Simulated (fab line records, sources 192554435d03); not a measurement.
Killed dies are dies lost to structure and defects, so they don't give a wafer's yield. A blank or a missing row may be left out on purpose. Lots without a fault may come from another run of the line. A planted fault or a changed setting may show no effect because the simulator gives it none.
One fault seen from 2 desks | flow n5_finfet | each desk has only its own numbers; what lay behind them comes last

THE METROLOGY DESK
What the gauges read, lot by lot, whatever tool the lot ran on: means of the sampled wafers that have a number. A lot is out of limits, marked OUT, if its mean lies more than 4 standard deviations from the usual mean; the brackets give that distance.
Columns: A = M8_OVL at N5_BEOL_M8_OVL_MEAS_12, usual -0.4 nm
lot  | first seen here | A
L569 | day 10 18:27    | -1.2
L572 | day 11 20:49    | 0.3
L573 | day 11 21:25    | -0.0
L575 | day 11 21:35    | 0.7
L576 | day 12 04:07    | -0.6
L578 | day 12 15:41    | -0.2
L579 | day 13 22:22    | -0.5
L583 | day 14 03:58    | -0.6
L584 | day 15 00:08    | -1.0
L585 | day 15 07:07    | 0.2
L588 | day 15 10:56    | -0.3
L589 | day 16 12:57    | -0.8
This desk's finding: nothing out of limits on any of the 12 lots.

THE TOOL OWNER'S DESK: litho_track-04
The tool's own readings at N5_BEOL_M8_COAT_60 (time 60 s, resist thk 35 nm): means of the sampled wafers that have a number, for each lot that ran on this tool. A lot is out of limits, marked OUT, if its mean lies more than 4 standard deviations from the usual mean; the brackets give that distance.
Columns: A = exhaust_pa at N5_BEOL_M8_COAT_60, usual 45.1 Pa; B = spin_speed_rpm at N5_BEOL_M8_COAT_60, usual 1499.8 rpm
lot  | first seen here | A    | B
L569 | day 10 18:11    | 45.2 | 1499.7
L573 | day 11 21:01    | 43.8 | 1499.6
L578 | day 12 15:16    | 45.8 | 1500.5
L579 | day 13 21:58    | 45.5 | 1499.6
L583 | day 14 03:34    | 44.7 | 1440.9 (-66) OUT
L585 | day 15 06:43    | 44.5 | 1439.9 (-67) OUT
This desk's finding: out of limits on L583, L585; first on L583, day 14 03:34 (spin_speed_rpm at N5_BEOL_M8_COAT_60). In limits: L569, L573, L578, L579.

PUT TOGETHER
The tool owner's desk could have raised an alarm at day 14 03:34, on L583, L585.
The metrology desk saw nothing out of limits.
The metrology desk has L583, L585 on record, within its limits.
Of the lots named, all ran N5_BEOL_M8_COAT_60 on litho_track-04.

WHAT THE SIMULATOR HAD PUT IN
Process parameter drift: litho_track-04, from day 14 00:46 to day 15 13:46, at N5_BEOL_M8_COAT_60. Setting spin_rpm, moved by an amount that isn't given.
Lots struck among those shown: L583, L585.
Hours from the fault's start to each desk's first reading out of limits: the tool owner's desk, 3.
